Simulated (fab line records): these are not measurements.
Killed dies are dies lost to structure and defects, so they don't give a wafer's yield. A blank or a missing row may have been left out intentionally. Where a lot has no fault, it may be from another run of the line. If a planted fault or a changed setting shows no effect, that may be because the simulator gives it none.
fab line records | flow n5-finfet
record lots=24 wafers=72 last-day=19
route steps=1938 shown BEOL_M1@791
lots that met no fault: taken from a fault-free run of the same line
start-h: hours from the record's opening day to when the first of the lot's shown wafers began | wait-h: hours from the lot's prior step to this one | " identical to the entry in the row above | L1.1+2: a single row standing in for several wafers | - no value present, or no start provided | * or withheld: withheld | < > ~ a bound
route shown NAME@n: names a module that has steps shown in the file, with the first one's number in the route | usual: mean/standard deviation taken from wafers without a fault | same: alike in all rows | chamber/n: place in a boat | sites: each site's reading | _std_site: how widely they spread, as a standard deviation | _edge_site: outer sites' mean less inner sites' | radius-mm: for every site, how far away it sits from the centre of the wafer | mask NAME#n: copy n | behind: tool/chamber where the wafer was last shaped | hold: cause of the lot's hold/its duration in hours/its outcome | device: names the non-switching transistor (n, p or np) | end of line: at the end of the route, the tests of the same wafers | a step without rows: its recipe alone | killed: at the first sort, the dies lost to defects and structure; wafer yield is something else | map: per-die view of a wafer (x killed, . not killed, _ where there is no die)
set.NAME: the setting the step ran with; set.NAME@STEP: the setting that earlier step ran with | model.NAME: the simulator's own value behind a step, which no gauge read
one table for each step of the route and one row for each wafer, over a sample of lots
services: when a tool's chamber went out of use (start-h, in hours from the record's first day, below 0 if earlier), for how many hours, and the reason
## steps
# step N5_BEOL_M1_ETCH_69
# recipe chemistry=CF4 target=SiARC target-depth-a=156 mask-material=CAR-EUV time-s=26 ion-energy-ev=80 pressure-mtorr=40 source-w=545 bias-w=36 Ar_flow_sccm=100 cf4-flow-sccm=100 ends=cleared
# usual drypump-motor-current-A=5.9/0.41 etch-rf-on-time-s=25.8/0.44 oes-product-au=0.66/0.058 rf-vpp-V=184.2/1.1 showerhead-plenum-p-Torr=2.15/0.05 throttle-valve-pct=15.62/0.15
# columns lot.wafer tool chamber start-h wait-h drypump-motor-current-A etch-rf-on-time-s oes-product-au rf-hours-counter-h rf-vpp-V showerhead-plenum-p-Torr throttle-valve-pct
L074.2 rie-diel-03 1 122.19 0.0 6.1 25.5 0.78 18 184.0 2.10 15.36
L074.3 " 0 " " 6.3 26.1 0.64 185 185.2 2.13 15.65
L074.5 " 3 " " 5.5 26.4 0.61 - 183.9 2.12 15.70
L075.3 rie-diel-03 3 128.24 0.0 5.6 25.7 0.61 191 183.2 2.12 15.72
L075.5 " 1 " " 6.0 25.1 0.79 - 182.8 2.10 15.36
L075.6 " 3 " " 5.6 25.5 0.61 - 183.5 2.12 15.71
L076.2 rie-diel-05 2 136.85 0.0 5.7 26.4 0.62 187 184.3 2.21 15.83
L076.4 " 0 " " 5.2 26.2 0.70 74 185.8 2.17 15.75
L076.5 " 3 " " 5.7 25.3 0.75 - 185.7 2.26 15.50
L077.2 rie-diel-03 1 140.45 0.0 6.0 25.2 0.78 24 183.6 2.10 15.38
L077.4 " 1 " " 6.1 25.0 0.78 - 182.0 2.10 15.37
L077.5 " 0 " " 6.3 25.7 0.64 - 184.8 2.12 15.67
L078.1 rie-diel-03 0 146.14 0.0 6.4 25.5 0.64 194 184.3 2.12 15.67
L078.3 " 1 " " 6.0 25.0 0.77 26 182.8 2.10 15.39
L078.5 " 0 " " 6.3 25.8 0.64 - 183.7 2.12 15.68
L079.3 rie-diel-03 3 149.50 0.0 5.6 25.9 0.60 199 184.1 2.12 15.73
L079.4 " 3 " " 5.6 25.9 0.61 - 182.5 2.12 15.72
L079.6 " 0 " " 6.3 26.0 0.63 - 182.7 2.12 15.66
L080.1 rie-diel-03 0 158.57 0.0 6.4 25.5 0.63 198 183.2 2.12 15.69
L080.3 " 3 " " 5.6 25.7 0.61 202 182.5 2.12 15.75
L080.4 " 1 " " 6.0 25.1 0.77 - 185.2 2.09 15.39
L082.1 rie-diel-03 1 168.61 0.0 6.0 24.9 0.77 33 184.5 2.09 15.40
L082.3 " 3 " " 5.6 25.5 0.60 205 185.1 2.12 15.75
L082.4 " 2 " " 5.5 25.4 0.64 176 183.3 2.13 15.47
L081.1 rie-diel-05 1 169.86 0.0 5.8 26.0 0.63 164 184.0 2.22 15.71
L081.2 " 0 " " 5.2 26.5 0.69 83 184.2 2.16 15.75
L081.5 " 1 " " 5.8 26.2 0.63 - 185.2 2.22 15.69
L083.1 rie-diel-04 3 178.33 0.0 6.5 26.5 0.60 174 184.2 2.13 15.57
L083.3 " 1 " " 6.2 26.2 0.65 144 184.1 2.14 15.80
L083.6 " 2 " " 6.5 26.3 0.63 - 183.2 2.13 15.57
L084.1 rie-diel-04 0 183.19 0.0 5.4 25.7 0.73 64 185.4 2.25 15.40
L084.3 " 3 " " 6.4 26.5 0.60 176 183.4 2.13 15.57
L084.4 " 1 " " 6.2 26.3 0.64 146 184.7 2.14 15.78
L086.1 rie-diel-04 2 200.83 0.0 6.5 26.3 0.62 208 182.5 2.12 15.60
L086.2 " 3 " " 6.4 26.3 0.60 180 184.7 2.13 15.57
L086.6 " 3 " " 6.4 26.3 0.61 - 184.0 2.13 15.60
L085.3 rie-diel-05 0 200.89 0.0 5.3 26.3 0.68 92 183.9 2.16 15.76
L085.4 " 2 " " 5.7 26.5 0.62 205 184.5 2.21 15.88
L085.6 " 2 " " 5.7 26.5 0.61 - 185.5 2.21 15.88
L087.3 rie-diel-04 0 203.87 0.0 5.4 25.7 0.72 70 186.1 2.25 15.40
L087.5 " 1 " " 6.2 26.0 0.64 - 184.1 2.14 15.80
L087.6 " 2 " " 6.5 26.1 0.62 - 183.3 2.12 15.59
L088.1 rie-diel-04 3 206.20 0.0 6.4 26.4 0.60 182 183.2 2.13 15.59
L088.3 " 0 " " 5.4 25.9 0.72 71 186.7 2.25 15.39
L088.5 " 2 " " 6.5 26.1 0.62 - 182.7 2.12 15.59
L089.3 rie-diel-03 3 214.94 0.0 5.6 26.1 0.59 219 185.0 2.11 15.77
L089.5 " 2 " " 5.4 25.5 0.63 - 184.0 2.13 15.51
L089.6 " 1 " " 6.0 25.3 0.74 - 185.4 2.09 15.44
L091.1 rie-diel-03 3 220.04 0.0 5.6 25.9 0.59 221 183.6 2.11 15.77
L091.2 " 0 " " 6.4 25.7 0.62 216 184.8 2.12 15.71
L091.4 " 2 " " 5.5 25.3 0.63 192 183.7 2.13 15.50
L090.1 rie-diel-05 0 221.49 0.0 5.2 26.0 0.69 98 184.2 2.16 15.78
L090.2 " 1 " " 5.8 25.9 0.62 179 186.8 2.22 15.71
L090.4 " 3 " " 5.7 25.2 0.72 65 185.4 2.25 15.56
L092.1 rie-diel-03 0 232.01 0.0 6.3 25.6 0.61 220 184.2 2.11 15.73
L092.2 " 1 " " 6.1 25.2 0.74 52 184.3 2.09 15.44
L092.6 " 0 " " 6.4 25.8 0.62 - 183.9 2.11 15.72
L093.1 rie-diel-03 0 235.67 0.0 6.4 25.7 0.62 222 184.6 2.11 15.71
L093.3 " 3 " " 5.6 25.9 0.58 226 182.4 2.11 15.79
L093.6 " 2 " " 5.4 25.6 0.63 - 184.2 2.13 15.49
L094.1 rie-diel-05 0 238.89 0.0 5.2 26.2 0.66 104 184.7 2.16 15.79
L094.3 " 2 " " 5.7 26.3 0.61 218 184.9 2.20 15.91
L094.4 " 3 " " 5.7 25.5 0.71 70 184.5 2.25 15.57
L095.1 rie-diel-04 2 249.89 0.0 6.5 26.6 0.61 223 185.1 2.12 15.61
L095.2 " 0 " " 5.5 25.8 0.70 82 184.4 2.25 15.42
L095.5 " 0 " " 5.5 25.6 0.71 - 186.0 2.25 15.41
L097.2 rie-diel-04 1 260.22 0.0 6.2 26.1 0.63 168 183.0 2.13 15.84
L097.5 " 3 " " 6.5 26.6 0.59 - 183.2 2.12 15.62
L097.6 " 2 " " 6.5 26.1 0.61 - 183.2 2.12 15.64
L096.1 rie-diel-05 1 268.00 0.0 5.8 26.0 0.61 193 185.3 2.21 15.74
L096.5 " 0 " " 5.2 25.9 0.66 - 185.1 2.15 15.81
L096.6 " 1 " " 5.8 25.7 0.62 - 184.2 2.21 15.74
# step N5_BEOL_M1_SPUTTER_79
# recipe material=Cu target-thk-a=45 temp-c=-20 chamber-pressure-pa=0.07 power-w=withheld time-s=8.29
# usual throttle-valve-pct=29.6/0.95
# columns lot.wafer tool chamber start-h wait-h throttle-valve-pct
L074.2 pvd-sputter-01 - 128.26 0.1 28.6
L074.3 " - " " 29.7
L074.5 " - " " 30.1
L075.3 pvd-sputter-03 - 133.45 0.1 29.6
L075.5 " - " " 29.5
L075.6 " - " " 32.0
L076.2 pvd-sputter-01 - 139.79 0.1 29.6
L076.4 " - " " 30.0
L076.5 " - " " 28.7
L077.2 pvd-sputter-01 - 142.64 0.1 29.9
L077.4 " - " " 28.5
L077.5 " - " " 30.2
L078.1 pvd-sputter-01 - 148.62 0.1 29.9
L078.3 " - " " 28.5
L078.5 " - " " 30.3
L079.3 pvd-sputter-03 - 155.64 0.1 29.6
L079.4 " - " " 29.8
L079.6 " - " " 29.8
L080.1 pvd-sputter-02 - 164.16 0.1 29.5
L080.3 " - " " 27.7
L080.4 " - " " 28.7
L082.1 pvd-sputter-03 - 171.21 0.1 29.9
L082.3 " - " " 31.8
L082.4 " - " " 29.5
L081.1 pvd-sputter-03 - 174.35 0.1 32.3
L081.2 " - " " 29.4
L081.5 " - " " 31.8
L083.1 pvd-sputter-01 - 186.14 0.1 28.7
L083.3 " - " " 29.6
L083.6 " - " " 30.0
L084.1 pvd-sputter-02 - 189.17 0.1 29.0
L084.3 " - " " 30.0
L084.4 " - " " 27.6
L085.3 pvd-sputter-03 - 210.51 0.1 29.3
L085.4 " - " " 29.6
L085.6 " - " " 29.7
L086.1 pvd-sputter-01 - 212.06 0.1 30.0
L086.2 " - " " 30.1
L086.6 " - " " 29.4
L087.3 pvd-sputter-03 - 215.31 0.1 30.0
L087.5 " - " " 29.2
L087.6 " - " " 29.9
L088.1 pvd-sputter-01 - 216.88 0.1 28.8
L088.3 " - " " 29.8
L088.5 " - " " 29.6
L089.3 pvd-sputter-02 - 225.09 0.1 29.9
L089.5 " - " " 28.9
L089.6 " - " " 30.1
L091.1 pvd-sputter-03 - 226.58 0.1 31.8
L091.2 " - " " 29.5
L091.4 " - " " 29.7
L090.1 pvd-sputter-02 - 228.34 0.1 28.6
L090.2 " - " " 27.8
L090.4 " - " " 29.8
L092.1 pvd-sputter-02 - 238.04 0.1 27.9
L092.2 " - " " 29.9
L092.6 " - " " 28.7
L093.1 pvd-sputter-02 - 246.52 0.1 28.8
L093.3 " - " " 30.2
L093.6 " - " " 29.9
L094.1 pvd-sputter-02 - 249.96 0.1 29.8
L094.3 " - " " 27.9
L094.4 " - " " 28.7
L095.1 pvd-sputter-02 - 254.82 0.1 30.0
L095.2 " - " " 28.0
L095.5 " - " " 28.8
L097.2 pvd-sputter-02 - 271.85 0.1 28.0
L097.5 " - " " 28.7
L097.6 " - " " 29.9
L096.1 pvd-sputter-01 - 274.77 0.1 30.0
L096.5 " - " " 29.4
L096.6 " - " " 30.1
# step N5_BEOL_M1_ANNEAL_82
# recipe temp-c=400 time-s=240 ambient=vacuum
# usual heater-power-w=842/89
# columns lot.wafer tool chamber start-h wait-h heater-power-w
L074.2 pvd-sputter-01 - 128.56 0.0 713
L074.3 " - " " 950
L074.5 " - " " 752
L075.3 pvd-sputter-03 - 133.75 0.0 897
L075.5 " - " " 935
L075.6 " - " " 970
L076.2 pvd-sputter-01 - 140.09 0.0 941
L076.4 " - " " 748
L076.5 " - " " 701
L077.2 pvd-sputter-01 - 142.94 0.0 763
L077.4 " - " " 713
L077.5 " - " " 761
L078.1 pvd-sputter-01 - 148.92 0.0 798
L078.3 " - " " 699
L078.5 " - " " 791
L079.3 pvd-sputter-03 - 155.94 0.0 941
L079.4 " - " " 691
L079.6 " - " " 681
L080.1 pvd-sputter-02 - 164.46 0.0 843
L080.3 " - " " 899
L080.4 " - " " 774
L082.1 pvd-sputter-03 - 171.51 0.0 683
L082.3 " - " " 992
L082.4 " - " " 963
L081.1 pvd-sputter-03 - 174.65 0.0 981
L081.2 " - " " 948
L081.5 " - " " 984
L083.1 pvd-sputter-01 - 186.44 0.0 698
L083.3 " - " " 910
L083.6 " - " " 771
L084.1 pvd-sputter-02 - 189.47 0.0 771
L084.3 " - " " 854
L084.4 " - " " 897
L085.3 pvd-sputter-03 - 210.81 0.0 914
L085.4 " - " " 955
L085.6 " - " " 890
L086.1 pvd-sputter-01 - 212.36 0.0 769
L086.2 " - " " 755
L086.6 " - " " 910
L087.3 pvd-sputter-03 - 215.61 0.0 969
L087.5 " - " " 896
L087.6 " - " " 679
L088.1 pvd-sputter-01 - 217.18 0.0 701
L088.3 " - " " 938
L088.5 " - " " 939
L089.3 pvd-sputter-02 - 225.39 0.0 808
L089.5 " - " " 790
L089.6 " - " " 847
L091.1 pvd-sputter-03 - 226.88 0.0 998
L091.2 " - " " 899
L091.4 " - " " 979
L090.1 pvd-sputter-02 - 228.64 0.0 757
L090.2 " - " " 875
L090.4 " - " " 858
L092.1 pvd-sputter-02 - 238.34 0.0 855
L092.2 " - " " 873
L092.6 " - " " 743
L093.1 pvd-sputter-02 - 246.82 0.0 743
L093.3 " - " " 880
L093.6 " - " " 884
L094.1 pvd-sputter-02 - 250.26 0.0 854
L094.3 " - " " 890
L094.4 " - " " 768
L095.1 pvd-sputter-02 - 255.12 0.0 875
L095.2 " - " " 877
L095.5 " - " " 764
L097.2 pvd-sputter-02 - 272.15 0.0 882
L097.5 " - " " 765
L097.6 " - " " 893
L096.1 pvd-sputter-01 - 275.07 0.0 757
L096.5 " - " " 920
L096.6 " - " " 775
# step N5_BEOL_M1_SPUTTER_86
# recipe material=Cu target-thk-a=45 temp-c=-20 chamber-pressure-pa=0.07 power-w=withheld time-s=8.29
# usual throttle-valve-pct=29.6/0.96
# columns lot.wafer tool chamber start-h wait-h throttle-valve-pct
L074.2 pvd-sputter-01 - 128.70 0.1 28.5
L074.3 " - " " 29.6
L074.5 " - " " 30.1
L075.3 pvd-sputter-03 - 133.89 0.1 29.6
L075.5 " - " " 29.6
L075.6 " - " " 31.6
L076.2 pvd-sputter-01 - 140.23 0.1 29.7
L076.4 " - " " 30.1
L076.5 " - " " 28.6
L077.2 pvd-sputter-01 - 143.08 0.1 30.0
L077.4 " - " " 28.4
L077.5 " - " " 30.3
L078.1 pvd-sputter-01 - 149.06 0.1 29.9
L078.3 " - " " 28.4
L078.5 " - " " 30.2
L079.3 pvd-sputter-03 - 156.08 0.1 29.5
L079.4 " - " " 29.7
L079.6 " - " " 29.8
L080.1 pvd-sputter-02 - 164.60 0.1 30.0
L080.3 " - " " 27.7
L080.4 " - " " 29.0
L082.1 pvd-sputter-03 - 171.65 0.1 29.9
L082.3 " - " " 32.1
L082.4 " - " " 29.8
L081.1 pvd-sputter-03 - 174.79 0.1 32.1
L081.2 " - " " 29.7
L081.5 " - " " 31.7
L083.1 pvd-sputter-01 - 186.58 0.1 28.4
L083.3 " - " " 29.6
L083.6 " - " " 30.4
L084.1 pvd-sputter-02 - 189.61 0.1 29.0
L084.3 " - " " 29.6
L084.4 " - " " 27.8
L085.3 pvd-sputter-03 - 210.95 0.1 29.5
L085.4 " - " " 29.7
L085.6 " - " " 29.5
L086.1 pvd-sputter-01 - 212.50 0.1 29.9
L086.2 " - " " 30.5
L086.6 " - " " 29.8
L087.3 pvd-sputter-03 - 215.75 0.1 29.7
L087.5 " - " " 29.4
L087.6 " - " " 29.7
L088.1 pvd-sputter-01 - 217.32 0.1 28.5
L088.3 " - " " 29.8
L088.5 " - " " 29.5
L089.3 pvd-sputter-02 - 225.53 0.1 29.6
L089.5 " - " " 28.5
L089.6 " - " " 30.0
L091.1 pvd-sputter-03 - 227.02 0.1 31.5
L091.2 " - " " 29.5
L091.4 " - " " 29.3
L090.1 pvd-sputter-02 - 228.78 0.1 28.8
L090.2 " - " " 27.5
L090.4 " - " " 29.9
L092.1 pvd-sputter-02 - 238.48 0.1 27.9
L092.2 " - " " 29.8
L092.6 " - " " 28.6
L093.1 pvd-sputter-02 - 246.96 0.1 28.6
L093.3 " - " " 29.7
L093.6 " - " " 30.1
L094.1 pvd-sputter-02 - 250.40 0.1 29.8
L094.3 " - " " 28.1
L094.4 " - " " 28.6
L095.1 pvd-sputter-02 - 255.26 0.1 30.2
L095.2 " - " " 27.7
L095.5 " - " " 28.6
L097.2 pvd-sputter-02 - 272.29 0.1 28.1
L097.5 " - " " 28.8
L097.6 " - " " 29.9
L096.1 pvd-sputter-01 - 275.21 0.1 30.3
L096.5 " - " " 29.4
L096.6 " - " " 29.9
# step N5_BEOL_M1_ANNEAL_91
# recipe temp-c=400 time-s=240 ambient=vacuum
# usual heater-power-w=845/90
# columns lot.wafer tool chamber start-h wait-h heater-power-w
L074.2 pvd-sputter-01 - 129.22 0.0 715
L074.3 " - " " 936
L074.5 " - " " 772
L075.3 pvd-sputter-03 - 134.41 0.0 911
L075.5 " - " " 982
L075.6 " - " " 975
L076.2 pvd-sputter-01 - 140.75 0.0 933
L076.4 " - " " 770
L076.5 " - " " 722
L077.2 pvd-sputter-01 - 143.60 0.0 784
L077.4 " - " " 709
L077.5 " - " " 756
L078.1 pvd-sputter-01 - 149.58 0.0 777
L078.3 " - " " 727
L078.5 " - " " 729
L079.3 pvd-sputter-03 - 156.60 0.0 984
L079.4 " - " " 689
L079.6 " - " " 687
L080.1 pvd-sputter-02 - 165.12 0.0 851
L080.3 " - " " 854
L080.4 " - " " 770
L082.1 pvd-sputter-03 - 172.17 0.0 674
L082.3 " - " " 967
L082.4 " - " " 952
L081.1 pvd-sputter-03 - 175.31 0.0 960
L081.2 " - " " 949
L081.5 " - " " 955
L083.1 pvd-sputter-01 - 187.10 0.0 698
L083.3 " - " " 969
L083.6 " - " " 755
L084.1 pvd-sputter-02 - 190.13 0.0 774
L084.3 " - " " 815
L084.4 " - " " 882
L085.3 pvd-sputter-03 - 211.47 0.0 896
L085.4 " - " " 942
L085.6 " - " " 890
L086.1 pvd-sputter-01 - 213.02 0.0 767
L086.2 " - " " 773
L086.6 " - " " 973
L087.3 pvd-sputter-03 - 216.27 0.0 963
L087.5 " - " " 908
L087.6 " - " " 686
L088.1 pvd-sputter-01 - 217.84 0.0 718
L088.3 " - " " 955
L088.5 " - " " 958
L089.3 pvd-sputter-02 - 226.05 0.0 836
L089.5 " - " " 772
L089.6 " - " " 871
L091.1 pvd-sputter-03 - 227.54 0.0 967
L091.2 " - " " 925
L091.4 " - " " 949
L090.1 pvd-sputter-02 - 229.30 0.0 771
L090.2 " - " " 887
L090.4 " - " " 841
L092.1 pvd-sputter-02 - 239.00 0.0 885
L092.2 " - " " 860
L092.6 " - " " 789
L093.1 pvd-sputter-02 - 247.48 0.0 779
L093.3 " - " " 861
L093.6 " - " " 886
L094.1 pvd-sputter-02 - 250.92 0.0 870
L094.3 " - " " 897
L094.4 " - " " 788
L095.1 pvd-sputter-02 - 255.78 0.0 851
L095.2 " - " " 867
L095.5 " - " " 773
L097.2 pvd-sputter-02 - 272.81 0.0 911
L097.5 " - " " 771
L097.6 " - " " 875
L096.1 pvd-sputter-01 - 275.73 0.0 761
L096.5 " - " " 915
L096.6 " - " " 778
# step N5_BEOL_M1_SPUTTER_96
# recipe material=Cu target-thk-a=45 temp-c=-20 chamber-pressure-pa=0.07 power-w=withheld time-s=8.29
# usual throttle-valve-pct=29.6/0.96
# columns lot.wafer tool chamber start-h wait-h throttle-valve-pct
L074.2 pvd-sputter-01 - 129.80 0.1 28.8
L074.3 " - " " 29.6
L074.5 " - " " 30.1
L075.3 pvd-sputter-03 - 134.99 0.1 29.1
L075.5 " - " " 29.6
L075.6 " - " " 32.1
L076.2 pvd-sputter-01 - 141.33 0.1 29.5
L076.4 " - " " 30.0
L076.5 " - " " 28.3
L077.2 pvd-sputter-01 - 144.18 0.1 30.1
L077.4 " - " " 28.7
L077.5 " - " " 30.2
L078.1 pvd-sputter-01 - 150.16 0.1 29.9
L078.3 " - " " 28.7
L078.5 " - " " 30.1
L079.3 pvd-sputter-03 - 157.18 0.1 29.6
L079.4 " - " " 30.0
L079.6 " - " " 30.0
L080.1 pvd-sputter-02 - 165.70 0.1 29.6
L080.3 " - " " 28.2
L080.4 " - " " 28.9
L082.1 pvd-sputter-03 - 172.75 0.1 29.7
L082.3 " - " " 32.1
L082.4 " - " " 29.8
L081.1 pvd-sputter-03 - 175.89 0.1 31.8
L081.2 " - " " 29.7
L081.5 " - " " 31.9
L083.1 pvd-sputter-01 - 187.68 0.1 28.4
L083.3 " - " " 29.6
L083.6 " - " " 30.1
L084.1 pvd-sputter-02 - 190.71 0.1 28.7
L084.3 " - " " 29.8
L084.4 " - " " 27.8
L085.3 pvd-sputter-03 - 212.05 0.1 29.5
L085.4 " - " " 29.5
L085.6 " - " " 29.5
L086.1 pvd-sputter-01 - 213.60 0.1 30.2
L086.2 " - " " 30.3
L086.6 " - " " 30.0
L087.3 pvd-sputter-03 - 216.85 0.1 29.6
L087.5 " - " " 29.3
L087.6 " - " " 29.9
L088.1 pvd-sputter-01 - 218.42 0.1 28.3
L088.3 " - " " 29.4
L088.5 " - " " 29.7
L089.3 pvd-sputter-02 - 226.63 0.1 29.9
L089.5 " - " " 28.9
L089.6 " - " " 29.7
L091.1 pvd-sputter-03 - 228.12 0.1 32.1
L091.2 " - " " 29.4
L091.4 " - " " 29.7
L090.1 pvd-sputter-02 - 229.88 0.1 28.8
L090.2 " - " " 27.9
L090.4 " - " " 29.8
L092.1 pvd-sputter-02 - 239.58 0.1 27.9
L092.2 " - " " 29.9
L092.6 " - " " 28.9
L093.1 pvd-sputter-02 - 248.06 0.1 28.8
L093.3 " - " " 29.9
L093.6 " - " " 29.8
L094.1 pvd-sputter-02 - 251.50 0.1 29.9
L094.3 " - " " 27.8
L094.4 " - " " 28.6
L095.1 pvd-sputter-02 - 256.36 0.1 30.0
L095.2 " - " " 27.9
L095.5 " - " " 28.5
L097.2 pvd-sputter-02 - 273.39 0.1 27.7
L097.5 " - " " 28.8
L097.6 " - " " 30.3
L096.1 pvd-sputter-01 - 276.31 0.1 30.5
L096.5 " - " " 29.6
L096.6 " - " " 29.8
## services
# columns tool chamber start-h hours kind
rie-diel-05 - 140.08 0.4 repair
pvd-sputter-02 - 174.26 5.0 repair
rie-diel-03 1 235.73 2.8 repair
rie-diel-03 - 252.66 2.8 pm
rie-diel-04 3 264.39 11.2 repair
## key
fault none
